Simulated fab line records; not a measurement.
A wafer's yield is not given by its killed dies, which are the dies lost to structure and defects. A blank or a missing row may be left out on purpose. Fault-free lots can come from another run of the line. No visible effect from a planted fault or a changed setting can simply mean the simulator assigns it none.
Struck lot and sound lot, side by side ; flow nand-harc ; 20 out of 1302 route steps
Sound: the wafers L561.1, L561.2, L561.6. Struck: wafers L578.2, L578.3, L578.6. The cause comes at the end.
Per side, at each step with rows, come the tool, then ch with its chambers, and then its first start. Under that, the readings that differ: sound wafers ; struck wafers ; difference of the means ; sigmas: that difference in standard deviations of wafers without a fault.
alike: same words and numbers on both sides, and readings whose means sit less than 2 such deviations apart. not compared: any withheld reading, any reading some wafer has no value for, any bound like >300 that may hide the same value, and any number with overlapping values for which the record gives no deviation.
The two part at a step that has a row with sigmas, a row that says differs or no value, or rows on one side only. When numbers do not overlap yet have no deviation, they are printed without sigmas and do not part them. Lack of a reading on every wafer of one side parts them only where that side has two or more wafers.

NHARC_P_ZERO_WELL_CD_MEAS_37 targets a cd of 720 nm.
  sound on cd-sem-01 ch 0, day 2 00:00; struck on cd-sem-01 ch 0, day 9 02:07
  alike: cd-nm
then, 1 step without rows for these wafers: NHARC_P_ZERO_WELL_HARDBAKE_38 (time 80 s).
NHARC_P_ZERO_WELL_DESCUM_39: chemistry O2, time 3 s.
  sound on rie-diel-07 ch 1,2,3, day 2 00:10; struck on rie-diel-01 ch 1,2,3, day 9 02:16
  alike: drypump-motor-current-A, oes-product-au, rf-vpp-V, showerhead-plenum-p-Torr, throttle-valve-pct
  not compared: rf-hours-counter-h
then, 9 steps without rows for these wafers: NHARC_P_ZERO_WELL_IMPLANT_40; NHARC_P_ZERO_WELL_IMPLANT_59; NHARC_P_ZERO_WELL_IMPLANT_60; NHARC_P_ZERO_WELL_STRIP_41 (strips in SPM, time 840 s); NHARC_P_ZERO_WELL_DEHYDRATE_44 (time 120 s); NHARC_P_ZERO_WELL_HMDS_45 (time 30 s); NHARC_P_ZERO_WELL_COAT_46; NHARC_P_ZERO_WELL_SOFTBAKE_47 (time 95 s); NHARC_P_ZERO_WELL_EBR_48.
NHARC_P_ZERO_WELL_EXPOSE_49: exposes mask P HVPW, target cd 2000 nm.
  sound on krf-scanner-04 ch 0, day 2 01:21; struck on krf-scanner-03 ch 0, day 9 03:35
reading;sound;struck;difference;sigmas
mask;P_HVPW#0 P_HVPW#0 P_HVPW#0;P_HVPW_R1#0 P_HVPW_R1#0 P_HVPW_R1#0;differs;
then, 2 steps without rows for these wafers: NHARC_P_ZERO_WELL_PEB_50 (peb time 85 s); NHARC_P_ZERO_WELL_DEVELOP_51 (time 70 s).
NHARC_P_ZERO_WELL_CD_MEAS_52 targets a cd of 2000 nm.
  sound on cd-sem-02 ch 0, day 2 01:31; struck on cd-sem-02 ch 0, day 9 03:45
reading;sound;struck;difference;sigmas
cd-nm (nm);1997.4 2000.7 1994.3;1682.5 1685.5 1682.5;-314.0;-99 or more
then, 1 step without rows for these wafers: NHARC_P_ZERO_WELL_HARDBAKE_53 (time 80 s).
NHARC_P_ZERO_WELL_DESCUM_54: chemistry O2, time 3 s.
  sound on rie-diel-04 ch 1,3, day 2 01:40; struck on rie-diel-01 ch 0,2,3, day 9 03:56
reading;sound;struck;difference;sigmas
model.P_ZERO_WELL.cd-nm (nm);1998 2001 1995;1683 1686 1684;-314;
  alike: drypump-motor-current-A, oes-product-au, rf-vpp-V, showerhead-plenum-p-Torr, throttle-valve-pct
  not compared: rf-hours-counter-h
next, for these wafers, 1 step has no rows: NHARC_P_ZERO_WELL_IMPLANT_55.
-- break in the record here, with 23 days between the starts of the struck wafers on either side (left off in module P_ZERO_WELL, picked up again in module END, where the first step shown is number 1302 on the route) --
NHARC_END_SORT_01:
  the record has rows for the struck wafers here (prober-01 ch 0, day 32 13:58) and none for the sound ones

## WHERE THEY PART
First at NHARC_P_ZERO_WELL_EXPOSE_49; last, within this record, at NHARC_END_SORT_01.

WHY: the cause the simulator had injected
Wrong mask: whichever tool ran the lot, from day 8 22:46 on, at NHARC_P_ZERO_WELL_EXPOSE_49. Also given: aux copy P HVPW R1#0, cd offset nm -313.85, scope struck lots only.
